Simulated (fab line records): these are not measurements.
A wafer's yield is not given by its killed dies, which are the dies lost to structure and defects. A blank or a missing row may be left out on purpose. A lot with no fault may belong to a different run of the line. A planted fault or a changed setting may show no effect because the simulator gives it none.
fab line records	flow nandHarc	part 1 of 2: steps 1 to 4 of 6
record lots=19	wafers=57	lastDay=24
route steps=1159 shown P_ZERO_WELL@16 P_STI@89 P_GATE@172 P_M1@302
lots untouched by any fault: they come from a run of this same line in which no faults occurred
startH: hours from the record's first day to the start of the lot's first wafer shown	waitH: hours since the lot's step before	" repeats the value in the row above	L1.1+2: a single row standing in for several wafers	- no value present, or no start provided	* or withheld: withheld	< > ~ a bound
route shown NAME@n: a module of which the file shows steps, and the number in the route of the first	usual: the fault-free wafers' mean and standard deviation	same: alike in all rows	chamber/n: place in a boat	sites: readings site by site	_std_site: standard deviation of those values	_edge_site: the outer-site mean with the inner-site mean subtracted	radiusMm: how far each site lies from the wafer's centre	mask NAME#n: copy n	behind: the last tool/chamber to shape the wafer	hold: why the lot was held/for how many hours/how that ended	device: which transistor (n, p or np) failed to switch	end of line: tests run on the same wafers once the route is complete	a step without rows: its recipe alone	killed: dies that structure and defects cost at the first sort, which is not the same as the wafer's yield	map: dies across one wafer; x = killed, . = not, _ = none there
set.NAME: the setting the step ran with; set.NAME@STEP: the setting that earlier step ran with	model.NAME: the simulator's own value behind a step, which no gauge read
a sample of lots followed through the steps of the route, with each step as a table and each wafer as a row
services: when a tool's chamber went out of use (startH, in hours from the record's first day, below 0 if earlier), for how many hours, and the reason
## steps
# step NHARC_P_ZERO_WELL_DESCUM_13
# recipe timeS=3	o2FlowSccm=200	arFlowSccm=0	biasPowerW=0	chemistry=O2
# usual chamberPressureMTorr=59.99/0.053	drypumpMotorCurrentA=5.8/0.42	oesProductAu=1.002/0.0084	rfVppV=57.7/0.87	showerheadPlenumPTorr=1.91/0.068	throttleValvePct=11.310/0.0096
lot.wafer	tool	chamber	startH	waitH	chamberPressureMTorr	drypumpMotorCurrentA	oesProductAu	rfHoursCounterH	rfVppV	showerheadPlenumPTorr	throttleValvePct
L074.4	rieDiel-02	3	13.40	-	59.93	5.2	1.005	2	58.4	1.81	11.302
L074.2	"	0	"	"	59.99	5.7	1.001	2	59.0	1.91	11.298
L074.5	"	0	"	"	60.02	5.7	0.997	-	58.2	1.91	11.310
L075.4	rieDiel-01	0	19.42	-	60.00	6.7	1.007	2	57.4	2.04	11.317
L075.3	"	2	"	"	60.02	6.7	1.003	2	57.9	1.91	11.310
L075.6	"	1	"	"	59.98	6.0	1.007	-	59.3	1.88	11.302
L077.4	rieDiel-13	1	31.40	-	60.00	6.3	1.008	6	57.3	1.87	11.310
L077.1	"	2	"	"	60.04	5.7	1.013	6	59.2	2.02	11.314
L077.2	"	0	"	"	60.00	6.4	1.000	6	56.3	1.82	11.323
L078.3	rieDiel-13	0	37.51	-	60.01	6.3	1.014	6	57.2	1.82	11.304
L078.4	"	1	"	"	60.03	6.2	1.001	7	57.8	1.87	11.312
L078.5	"	0	"	"	60.01	6.4	1.010	-	57.6	1.82	11.311
L079.1	rieDiel-02	1	43.47	-	60.05	5.5	0.989	4	58.0	1.92	11.303
L079.6	"	3	"	"	60.05	5.2	0.993	-	56.6	1.81	11.312
L079.5	"	0	"	"	60.00	5.8	1.001	-	56.2	1.91	11.315
L080.3	rieDiel-13	3	49.44	-	60.00	5.6	0.998	7	56.2	1.88	11.309
L080.4	"	0	"	"	60.01	6.3	0.996	7	56.4	1.82	11.316
L080.5	"	2	"	"	60.05	5.8	1.014	-	58.6	2.02	11.317
L084.3	rieDiel-02	1	73.29	-	59.93	5.5	1.002	7	56.3	1.92	11.311
L084.1	"	2	"	"	60.04	5.9	1.008	7	58.0	1.97	11.299
L084.6	"	2	"	"	59.98	5.9	1.002	-	59.3	1.97	11.304
L085.4	rieDiel-13	3	79.42	-	60.05	5.6	0.998	10	57.4	1.88	11.314
L085.3	"	2	"	"	60.01	5.8	1.013	10	57.8	2.02	11.313
L085.5	"	3	"	"	60.15	5.6	0.994	-	56.9	1.88	11.299
L086.2	rieDiel-01	0	85.42	-	60.12	6.7	1.006	6	57.8	2.04	11.294
L086.4	"	2	"	"	59.96	6.7	1.012	6	59.3	1.91	11.304
L086.6	"	0	"	"	60.03	6.7	1.001	-	57.3	2.04	11.318
L087.2	rieDiel-01	0	91.28	-	59.96	6.7	1.011	6	57.9	2.04	11.308
L087.6	"	3	"	"	59.97	5.2	0.996	-	58.0	1.93	11.317
L087.5	"	0	"	"	59.89	6.7	1.007	-	58.7	2.04	11.303
L088.1	rieDiel-02	0	97.41	-	59.98	5.8	1.004	9	57.8	1.91	11.297
L088.4	"	2	"	"	60.09	5.9	0.995	9	58.6	1.97	11.295
L088.5	"	3	"	"	59.98	5.2	0.990	-	56.8	1.81	11.315
L089.2	rieDiel-02	2	103.42	-	60.05	5.9	1.002	9	59.1	1.97	11.307
L089.4	"	3	"	"	60.08	5.2	1.001	8	57.3	1.81	11.330
L089.1	"	1	"	"	60.00	5.5	0.996	9	57.0	1.92	11.300
L090.1	rieDiel-13	1	109.33	-	60.08	6.2	1.010	0	58.0	1.87	11.313
L090.2	"	2	"	"	59.96	5.8	1.005	0	57.8	2.02	11.310
L090.6	"	0	"	"	59.97	6.4	1.001	-	55.7	1.82	11.303
L091.2	rieDiel-02	2	115.43	-	60.00	5.9	1.003	10	58.8	1.97	11.302
L091.1	"	3	"	"	60.02	5.2	0.999	8	56.8	1.81	11.326
L091.5	"	2	"	"	59.96	5.9	1.003	-	58.3	1.97	11.320
L092.1	rieDiel-13	2	121.36	-	59.97	5.8	1.009	1	57.7	2.02	11.318
L092.3	"	3	"	"	59.99	5.6	1.003	1	56.5	1.88	11.328
L092.5	"	3	"	"	60.04	5.6	0.995	-	58.5	1.88	11.317
L093.1	rieDiel-02	2	127.41	-	60.06	5.9	0.990	10	57.8	1.97	11.301
L093.2	"	3	"	"	60.03	5.2	0.994	9	58.4	1.81	11.319
L093.6	"	1	"	"	59.91	5.5	0.979	-	56.2	1.92	11.304
L094.1	rieDiel-13	3	133.59	-	60.10	5.6	1.000	2	57.7	1.88	11.305
L094.5	"	0	"	"	60.00	6.3	0.998	-	56.6	1.82	11.317
L094.6	"	1	"	"	59.88	6.2	1.001	-	57.9	1.87	11.305
L096.2	rieDiel-02	1	145.40	-	60.01	5.5	0.999	13	58.3	1.92	11.325
L096.4	"	0	"	"	60.07	5.8	0.997	13	57.3	1.91	11.318
L096.6	"	1	"	"	60.04	5.5	0.997	-	57.2	1.92	11.306
L097.1	rieDiel-13	2	151.42	-	59.96	5.8	1.026	3	58.5	2.02	11.317
L097.2	"	3	"	"	59.92	5.6	1.012	3	58.3	1.88	11.312
L097.4	"	0	"	"	60.01	6.3	1.011	2	59.0	1.82	11.299
# step NHARC_P_STI_ETCH_31
# recipe targetDepthA=1089	timeS=54.5	cf4FlowSccm=100	chf3FlowSccm=30	arFlowSccm=0	rfW=500	biasW=200	chemistry=CF4/CHF3
# usual biasW=200.0/0.56	chamberPressureMTorr=25.001/0.023	drypumpMotorCurrentA=5.7/0.49	oesProductAu=0.959/0.019	rfFwdPowerW=495.4/1.7	rfVppV=370.0/2.4	showerheadPlenumPTorr=1.55/0.072	throttleValvePct=16.803/0.0095
lot.wafer	tool	chamber	startH	waitH	biasW	chamberPressureMTorr	drypumpMotorCurrentA	oesProductAu	rfFwdPowerW	rfHoursCounterH	rfVppV	showerheadPlenumPTorr	throttleValvePct
L074.2	rieDiel-10	0	-	-	199.2	25.016	5.5	0.973	491.4	2	371.3	1.61	16.793
L074.4	"	2	"	"	200.2	24.994	5.8	0.962	496.4	2	368.4	1.49	16.805
L074.5	"	1	"	"	200.6	24.988	4.8	0.968	496.1	-	367.1	1.49	16.810
L075.4	rieDiel-05	3	-	-	199.1	24.986	5.2	0.962	496.0	1	370.3	1.57	16.810
L075.3	"	1	"	"	199.9	24.971	6.1	0.953	493.4	1	368.2	1.51	16.796
L075.6	"	2	"	"	199.9	24.960	5.7	0.980	496.9	-	369.8	1.49	16.810
L077.2	rieDiel-05	1	-	-	201.2	25.025	6.1	0.975	496.6	2	368.6	1.51	16.801
L077.4	"	3	"	"	199.5	25.003	5.2	0.957	494.9	1	369.2	1.57	16.800
L077.1	"	0	"	"	200.3	24.962	6.5	0.979	496.2	2	372.8	1.69	16.803
L078.3	rieDiel-04	0	-	-	199.6	25.012	6.2	0.967	496.0	4	368.3	1.48	16.809
L078.4	"	1	"	"	200.5	25.021	5.6	0.974	494.7	4	370.2	1.57	16.813
L078.5	"	2	"	"	199.5	25.007	6.2	0.980	496.0	-	371.2	1.56	16.802
L080.4	rieDiel-04	1	-	-	200.1	25.009	5.6	0.949	495.1	4	371.7	1.57	16.796
L080.3	"	2	"	"	199.9	25.022	6.2	0.971	494.3	5	370.9	1.56	16.802
L080.5	"	0	"	"	200.4	25.027	6.2	0.962	496.0	-	368.0	1.48	16.787
L079.1	rieDiel-10	3	-	-	200.7	24.964	5.2	0.968	493.4	4	367.2	1.49	16.802
L079.5	"	2	"	"	199.7	24.978	5.7	0.970	494.3	-	369.1	1.48	16.811
L079.6	"	3	"	"	199.9	25.014	5.2	0.952	494.5	-	367.8	1.49	16.804
L084.1	rieDiel-04	3	-	-	200.6	24.978	5.8	0.960	497.0	6	373.6	1.67	16.804
L084.3	"	1	"	"	200.0	25.003	5.7	0.973	497.8	5	370.5	1.57	16.807
L084.6	"	2	"	"	199.7	24.994	6.2	0.978	496.9	-	371.3	1.56	16.806
L085.4	rieDiel-05	3	-	-	199.0	24.993	5.2	0.961	497.2	2	370.1	1.57	16.825
L085.3	"	0	"	"	200.5	25.013	6.5	0.977	498.2	3	374.4	1.69	16.800
L085.5	"	3	"	"	200.3	24.978	5.2	0.954	499.0	-	370.0	1.57	16.817
L086.4	rieDiel-05	0	-	-	200.5	25.002	6.5	0.989	497.0	3	373.7	1.69	16.811
L086.2	"	1	"	"	198.9	24.984	6.1	0.987	493.4	3	369.0	1.51	16.797
L086.6	"	3	"	"	200.6	25.013	5.3	0.982	493.8	-	369.4	1.57	16.825
L088.1	rieDiel-05	0	-	-	199.3	24.968	6.5	0.972	497.3	3	374.9	1.68	16.816
L088.4	"	1	"	"	199.7	24.985	6.1	0.951	494.3	3	368.2	1.51	16.795
L088.5	"	3	"	"	199.5	24.985	5.2	0.968	494.8	-	370.2	1.57	16.802
L087.2	rieDiel-10	0	-	-	200.3	25.001	5.5	0.931	492.6	8	372.8	1.61	16.812
L087.5	"	0	"	"	200.3	24.993	5.5	0.935	494.3	-	372.3	1.61	16.800
L087.6	"	1	"	"	198.9	24.974	4.8	0.962	497.4	-	367.5	1.49	16.789
L090.1	rieDiel-04	3	-	-	200.6	24.988	5.8	0.960	495.9	0	374.4	1.67	16.793
L090.2	"	1	"	"	199.3	25.021	5.6	0.963	496.6	0	370.7	1.57	16.800
L090.6	"	2	"	"	200.0	25.037	6.2	0.956	495.1	-	371.0	1.56	16.808
L089.1	rieDiel-10	1	-	-	200.2	25.031	4.8	0.925	495.6	8	368.1	1.49	16.797
L089.4	"	2	"	"	199.4	25.050	5.7	0.946	493.2	8	367.3	1.48	16.804
L089.2	"	3	"	"	200.5	24.977	5.2	0.946	498.4	9	368.3	1.48	16.786
L091.2	rieDiel-05	0	-	-	200.3	24.961	6.5	0.921	498.6	4	374.0	1.68	16.796
L091.1	"	2	"	"	200.3	24.981	5.7	0.925	494.5	4	367.7	1.48	16.807
L091.5	"	0	"	"	200.2	25.035	6.4	0.927	497.9	-	374.5	1.68	16.804
L092.3	rieDiel-10	3	-	-	198.9	24.989	5.2	0.954	498.5	10	369.2	1.48	16.801
L092.1	"	2	"	"	200.9	25.010	5.7	0.972	491.9	9	367.4	1.48	16.807
L092.5	"	3	"	"	198.8	24.996	5.2	0.960	495.9	-	368.1	1.48	16.790
L093.2	rieDiel-10	0	-	-	199.9	24.997	5.5	0.948	496.3	10	371.8	1.61	16.817
L093.1	"	2	"	"	199.5	25.065	5.7	0.968	493.0	9	367.4	1.48	16.801
L093.6	"	0	"	"	199.8	24.971	5.5	0.965	494.6	-	371.7	1.61	16.806
L094.1	rieDiel-10	0	-	-	201.1	24.972	5.5	0.918	492.5	10	371.6	1.61	16.798
L094.5	"	0	"	"	200.5	25.019	5.5	0.909	493.8	-	372.1	1.61	16.820
L094.6	"	1	"	"	198.5	25.011	4.8	0.926	498.2	-	367.4	1.49	16.802
L096.4	rieDiel-04	1	-	-	200.2	25.023	5.6	0.968	496.1	1	370.6	1.57	16.823
L096.2	"	2	"	"	199.9	25.010	6.2	0.985	494.7	1	370.5	1.56	16.794
L096.6	"	2	"	"	199.2	25.036	6.2	0.982	497.5	-	370.1	1.56	16.790
L097.2	rieDiel-10	2	-	-	199.8	24.988	5.7	0.979	496.3	10	368.6	1.48	16.796
L097.1	"	3	"	"	201.0	24.982	5.2	0.982	493.5	11	367.4	1.48	16.815
L097.4	"	0	"	"	199.9	25.018	5.5	0.955	495.4	10	371.4	1.61	16.801
# step NHARC_P_GATE_DESCUM_48
# recipe timeS=3	o2FlowSccm=200	arFlowSccm=0	biasPowerW=0	chemistry=O2
# usual chamberPressureMTorr=60.00/0.053	drypumpMotorCurrentA=5.9/0.42	oesProductAu=1.002/0.0073	rfVppV=57.8/0.81	showerheadPlenumPTorr=1.90/0.077	throttleValvePct=11.310/0.0087
lot.wafer	tool	chamber	startH	waitH	chamberPressureMTorr	drypumpMotorCurrentA	oesProductAu	rfHoursCounterH	rfVppV	showerheadPlenumPTorr	throttleValvePct
L074.4	rieDiel-03	1	100.29	-	60.04	5.7	0.997	8	58.5	2.02	11.307
L074.2	"	0	"	"	60.06	6.0	0.998	9	59.2	1.91	11.305
L074.5	"	2	"	"	59.87	6.2	0.989	-	58.1	1.80	11.313
L075.4	rieDiel-08	2	109.68	-	59.98	5.7	1.006	57	57.6	1.81	11.322
L075.3	"	0	"	"	60.05	6.0	1.000	53	56.7	2.00	11.313
L075.6	"	2	"	"	60.02	5.7	1.001	-	57.6	1.81	11.321
L078.4	rieDiel-03	1	121.61	-	59.90	5.7	0.996	14	58.7	2.02	11.324
L078.3	"	2	"	"	59.93	6.2	1.012	14	58.0	1.80	11.300
L078.5	"	0	"	"	60.05	6.0	1.004	-	58.6	1.91	11.316
L077.1	rieDiel-08	1	121.78	-	59.93	5.8	1.006	64	57.1	1.93	11.309
L077.4	"	3	"	"	59.98	4.9	1.013	54	58.2	1.83	11.289
L077.2	"	0	"	"	59.97	6.0	1.005	57	58.5	2.00	11.304
L079.1	rieDiel-08	2	138.33	-	60.00	5.7	1.002	1	58.0	1.80	11.297
L079.6	"	3	"	"	60.00	4.8	0.999	-	58.1	1.82	11.310
L079.5	"	0	"	"	59.97	6.0	1.011	-	57.0	2.00	11.323
L080.3	rieDiel-12	1	138.73	-	60.04	6.0	0.995	38	58.2	1.90	11.317
L080.4	"	1	"	"	59.95	6.0	0.997	-	58.1	1.90	11.309
L080.5	"	2	"	"	60.03	5.2	1.005	-	56.3	1.84	11.303
L084.3	rieDiel-08	1	167.40	-	60.02	5.8	1.001	12	57.8	1.92	11.332
L084.1	"	0	"	"	60.00	6.0	1.014	11	59.4	2.00	11.316
L084.6	"	2	"	"	59.99	5.7	1.004	-	57.2	1.80	11.314
L085.4	rieDiel-03	0	178.93	-	59.95	6.0	1.009	23	58.1	1.91	11.309
L085.3	"	2	"	"	59.96	6.2	1.004	22	57.2	1.80	11.295
L085.5	"	0	"	"	60.05	6.0	1.006	-	56.1	1.91	11.311
L086.4	rieDiel-03	2	179.61	-	59.95	6.2	1.009	22	57.5	1.80	11.325
L086.2	"	0	"	"	59.97	6.0	1.004	23	56.7	1.91	11.315
L086.6	"	2	"	"	59.95	6.2	1.021	-	57.3	1.80	11.316
L088.1	rieDiel-03	0	186.11	-	60.08	6.0	1.002	24	57.0	1.91	11.327
L088.4	"	2	"	"	60.09	6.2	1.007	23	58.8	1.80	11.314
L088.5	"	1	"	"	60.07	5.7	0.992	-	58.4	2.01	11.311
L087.2	rieDiel-12	1	186.43	-	59.98	6.0	1.004	56	58.6	1.90	11.308
L087.6	"	1	"	"	60.02	5.9	0.999	-	58.3	1.90	11.304
L087.5	"	2	"	"	59.92	5.2	1.003	-	57.6	1.84	11.308
L089.1	rieDiel-03	3	204.56	-	60.01	6.5	0.988	30	56.2	1.90	11.293
L089.2	"	0	"	"	60.04	6.0	0.995	29	56.9	1.90	11.315
L089.4	"	1	"	"	59.97	5.7	0.997	30	58.9	2.01	11.334
L090.1	rieDiel-08	3	205.05	-	59.93	4.8	1.008	26	56.5	1.82	11.302
L090.2	"	0	"	"	59.95	6.0	1.011	27	56.9	1.99	11.304
L090.6	"	3	"	"	60.07	4.8	1.011	-	57.1	1.82	11.314
L092.1	rieDiel-08	3	208.79	-	59.94	4.8	1.004	27	57.6	1.82	11.302
L092.3	"	0	"	"	59.98	6.0	1.007	27	57.2	1.99	11.314
L092.5	"	1	"	"	60.07	5.8	1.002	-	58.0	1.92	11.309
L091.1	rieDiel-03	2	210.78	-	60.01	6.2	1.002	30	57.1	1.80	11.318
L091.2	"	3	"	"	60.02	6.6	0.981	31	58.6	1.90	11.311
L091.5	"	3	"	"	60.02	6.6	1.005	-	58.2	1.90	11.324
L093.1	rieDiel-12	1	213.95	-	59.93	6.0	1.003	0	57.6	1.90	11.307
L093.2	"	3	"	"	60.06	5.7	1.001	0	57.6	1.92	11.309
L093.6	"	3	"	"	59.97	5.7	1.002	-	58.2	1.92	11.316
L094.1	rieDiel-12	0	222.50	-	60.01	6.1	1.003	2	58.3	2.02	11.325
L094.6	"	3	"	"	59.90	5.8	1.010	-	56.3	1.92	11.326
L094.5	"	0	"	"	60.07	6.1	1.003	-	59.2	2.02	11.309
L096.4	rieDiel-08	1	230.60	-	59.98	5.8	1.008	33	57.7	1.92	11.314
L096.2	"	3	"	"	59.98	4.8	0.998	35	57.2	1.81	11.313
L096.6	"	1	"	"	60.04	5.8	1.003	-	57.2	1.92	11.313
L097.1	rieDiel-03	0	234.48	-	60.07	6.0	1.005	2	56.7	1.90	11.291
L097.4	"	1	"	"	60.04	5.7	1.010	2	57.9	2.01	11.317
L097.2	"	3	"	"	59.92	6.6	1.021	2	58.2	1.90	11.305
# step NHARC_P_GATE_STRIP_75
# recipe powerW=1500	tempC=250	chemistry=O2
# usual drypumpMotorCurrentA=5.6/0.43	heaterPowerW=304/27	tempC=249.96/0.19
lot.wafer	tool	chamber	startH	waitH	drypumpMotorCurrentA	heaterPowerW	rfHoursCounterH	tempC
L074.2	plasmaAsher-02	1	102.01	0.3	6.0	271	34	250.16
L074.4	"	0	"	"	5.1	288	-	249.89
L074.5	"	1	"	"	6.0	278	-	250.10
L075.4	plasmaAsher-02	0	110.36	0.2	5.1	285	-	249.80
L075.3	"	1	"	"	6.0	283	-	249.99
L075.6	"	1	"	"	6.0	272	-	250.15
L078.3	plasmaAsher-01	1	122.29	0.2	5.3	333	-	249.77
L078.4	"	0	"	"	6.1	336	-	249.74
L078.5	"	0	"	"	6.1	339	-	250.08
L077.2	plasmaAsher-02	0	122.46	0.3	5.1	280	42	250.18
L077.1	"	1	"	"	6.0	271	42	249.99
L077.4	"	1	"	"	6.0	270	-	250.16
L079.1	plasmaAsher-01	1	138.97	0.2	5.3	326	9	249.72
L079.6	"	0	"	"	6.0	340	-	249.85
L079.5	"	1	"	"	5.3	330	-	249.99
L080.3	plasmaAsher-01	0	139.47	0.2	6.1	334	-	249.83
L080.4	"	1	"	"	5.3	333	-	250.03
L080.5	"	1	"	"	5.3	329	-	249.96
L084.1	plasmaAsher-02	0	168.31	0.3	5.1	284	58	249.86
L084.3	"	0	"	"	5.1	289	-	249.97
L084.6	"	0	"	"	5.1	287	-	249.94
L085.4	plasmaAsher-02	1	179.62	0.2	6.0	277	-	250.11
L085.3	"	0	"	"	5.1	281	-	250.06
L085.5	"	0	"	"	5.1	279	-	250.19
L086.2	plasmaAsher-01	1	180.29	0.2	5.3	324	24	249.90
L086.4	"	1	"	"	5.3	322	-	250.02
L086.6	"	1	"	"	5.3	327	-	249.73
L088.1	plasmaAsher-01	1	186.80	0.2	5.3	331	27	249.86
L088.4	"	1	"	"	5.3	334	-	250.39
L088.5	"	1	"	"	5.3	324	-	250.23
L087.2	plasmaAsher-01	1	187.16	0.2	5.3	329	27	249.74
L087.6	"	1	"	"	5.3	333	-	249.87
L087.5	"	0	"	"	6.1	331	-	249.87
L089.1	plasmaAsher-01	1	205.22	0.2	5.3	332	34	250.18
L089.2	"	0	"	"	6.1	339	34	249.60
L089.4	"	0	"	"	6.0	337	-	249.77
L090.1	plasmaAsher-02	1	205.72	0.3	6.0	279	4	249.87
L090.2	"	0	"	"	5.1	277	4	250.14
L090.6	"	1	"	"	6.0	281	-	249.93
L092.1	plasmaAsher-01	1	209.47	0.2	5.3	322	36	249.98
L092.3	"	0	"	"	6.1	350	-	249.57
L092.5	"	0	"	"	6.1	338	-	250.12
L091.1	plasmaAsher-01	0	211.55	0.3	6.1	338	37	249.80
L091.2	"	1	"	"	5.3	328	37	249.84
L091.5	"	0	"	"	6.0	338	-	250.06
L093.1	plasmaAsher-02	0	214.63	0.3	5.1	282	7	250.04
L093.2	"	1	"	"	6.0	282	7	249.64
L093.6	"	0	"	"	5.1	278	-	249.72
L094.1	plasmaAsher-01	1	223.17	0.2	5.3	329	40	250.02
L094.5	"	0	"	"	6.1	348	-	250.36
L094.6	"	1	"	"	5.3	333	-	249.95
L096.2	plasmaAsher-02	1	231.32	0.3	6.0	280	13	250.13
L096.4	"	0	"	"	5.1	284	-	250.26
L096.6	"	1	"	"	6.0	278	-	250.03
L097.1	plasmaAsher-02	1	235.22	0.3	6.0	281	15	249.89
L097.2	"	0	"	"	5.1	280	15	249.48
L097.4	"	1	"	"	6.0	284	-	249.62
